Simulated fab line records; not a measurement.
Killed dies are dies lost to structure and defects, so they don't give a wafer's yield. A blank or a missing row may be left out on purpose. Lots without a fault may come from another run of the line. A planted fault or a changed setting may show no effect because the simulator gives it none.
Commonality check across tools || flow nandHarc || Lots sampled 8, wafers sampled 24

== WHY IT WAS OPENED ==
At NHARC_A_CHANNEL_HOLE_D1_CD_MEAS_10 the reading cdNm is flagged on 2 of 8 lots. Fault-free wafers read 100.1 nm, with a standard deviation of 0.53.
Rule: a lot is flagged in two cases, either no wafer of it has a number, or all its wafers with numbers fall more than 4 standard deviations from that mean. The other lots count as sound.

{"lot": "L857", "measured": "day 10 17:59", "on": "cdSem-03", "cdNm (nm), wafer by wafer": "100.6 99.7 100.4", "flag": ""}
{"lot": "L860", "measured": "day 12 11:39", "on": "cdSem-03", "cdNm (nm), wafer by wafer": "81.9 82.3 83.4", "flag": "FLAGGED"}
{"lot": "L863", "measured": "day 13 05:33", "on": "cdSem-01", "cdNm (nm), wafer by wafer": "101.0 100.3 100.2", "flag": ""}
{"lot": "L862", "measured": "day 13 05:43", "on": "cdSem-01", "cdNm (nm), wafer by wafer": "86.5 86.7 86.9", "flag": "FLAGGED"}
{"lot": "L864", "measured": "day 13 21:47", "on": "cdSem-02", "cdNm (nm), wafer by wafer": "101.3 100.6 100.8", "flag": ""}
{"lot": "L865", "measured": "day 14 11:48", "on": "cdSem-02", "cdNm (nm), wafer by wafer": "100.8 99.8 100.0", "flag": ""}
{"lot": "L868", "measured": "day 16 00:22", "on": "cdSem-01", "cdNm (nm), wafer by wafer": "99.7 100.5 99.4", "flag": ""}
{"lot": "L873", "measured": "day 18 01:17", "on": "cdSem-02", "cdNm (nm), wafer by wafer": "100.5 99.0 100.5", "flag": ""}
The numbers of the flagged lots are 84.6 nm on average: -15.5 nm against the usual, or -29 standard deviations.

== LOT BY LOT: THE TOOL USED ==
The record keeps 1 process step preceding the reading, out of 1302 steps on the route. Every cell lists first the tool, next ch and the chambers used by the sampled wafers, and last the start.
{"lot": "L857", "flag": "", "NHARC_A_CHANNEL_HOLE_D1_EXPOSE_07": "arfiScanner-01 ch 0, day 10 17:51"}
{"lot": "L860", "flag": "FLAGGED", "NHARC_A_CHANNEL_HOLE_D1_EXPOSE_07": "arfiScanner-01 ch 0, day 12 11:31"}
{"lot": "L863", "flag": "", "NHARC_A_CHANNEL_HOLE_D1_EXPOSE_07": "arfiScanner-03 ch 0, day 13 05:25"}
{"lot": "L862", "flag": "FLAGGED", "NHARC_A_CHANNEL_HOLE_D1_EXPOSE_07": "arfiScanner-01 ch 0, day 13 05:34"}
{"lot": "L864", "flag": "", "NHARC_A_CHANNEL_HOLE_D1_EXPOSE_07": "arfiScanner-03 ch 0, day 13 21:40"}
{"lot": "L865", "flag": "", "NHARC_A_CHANNEL_HOLE_D1_EXPOSE_07": "arfiScanner-03 ch 0, day 14 11:40"}
{"lot": "L868", "flag": "", "NHARC_A_CHANNEL_HOLE_D1_EXPOSE_07": "arfiScanner-03 ch 0, day 16 00:13"}
{"lot": "L873", "flag": "", "NHARC_A_CHANNEL_HOLE_D1_EXPOSE_07": "arfiScanner-03 ch 0, day 18 01:08"}
These steps, and what they do:
- NHARC_A_CHANNEL_HOLE_D1_EXPOSE_07: exposes mask HOLE D1, target cd 100 nm.
- NHARC_A_CHANNEL_HOLE_D1_CD_MEAS_10: target cd 100 nm.

== FLAGGED AGAINST TOTAL, ONE TOOL AT A TIME (gauges that did the reading follow at the end) ==
{"step": "NHARC_A_CHANNEL_HOLE_D1_EXPOSE_07", "tool": "arfiScanner-01", "lots run": 3, "flagged": 2, "share of the flagged lots": "all", "sound lots run after its first flagged lot": 0}
{"step": "NHARC_A_CHANNEL_HOLE_D1_EXPOSE_07", "tool": "arfiScanner-03", "lots run": 5, "flagged": 0, "share of the flagged lots": "none", "sound lots run after its first flagged lot": "-"}
{"step": "NHARC_A_CHANNEL_HOLE_D1_CD_MEAS_10", "tool": "cdSem-01", "lots run": 3, "flagged": 1, "share of the flagged lots": "some", "sound lots run after its first flagged lot": "1 (L868)"}
{"step": "NHARC_A_CHANNEL_HOLE_D1_CD_MEAS_10", "tool": "cdSem-02", "lots run": 3, "flagged": 0, "share of the flagged lots": "none", "sound lots run after its first flagged lot": "-"}
{"step": "NHARC_A_CHANNEL_HOLE_D1_CD_MEAS_10", "tool": "cdSem-03", "lots run": 2, "flagged": 1, "share of the flagged lots": "some", "sound lots run after its first flagged lot": 0}

== WHAT THE TABLE PERMITS ==
All flagged lots share 1 row of the table, namely arfiScanner-01 at NHARC_A_CHANNEL_HOLE_D1_EXPOSE_07.
- arfiScanner-01 at NHARC_A_CHANNEL_HOLE_D1_EXPOSE_07 ran 3 lots, 2 of them flagged. It ran its last sound lot, L857, at day 10 17:51 and its first flagged lot, L860, at day 12 11:31: a fault with its onset between the two fits. Its own readings lie more than 4 standard deviations out on every wafer of the flagged lots: exposureDoseMJCm2.
One tool is left: arfiScanner-01 at NHARC_A_CHANNEL_HOLE_D1_EXPOSE_07.

== WHAT THE SIMULATOR HAD PUT IN ==
Process parameters drifting: arfiScanner-01 at NHARC_A_CHANNEL_HOLE_D1_EXPOSE_07, beginning at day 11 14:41. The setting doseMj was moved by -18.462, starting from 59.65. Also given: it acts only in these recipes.
Shown lots that were struck: L860, L862. The same result came from the rule above.
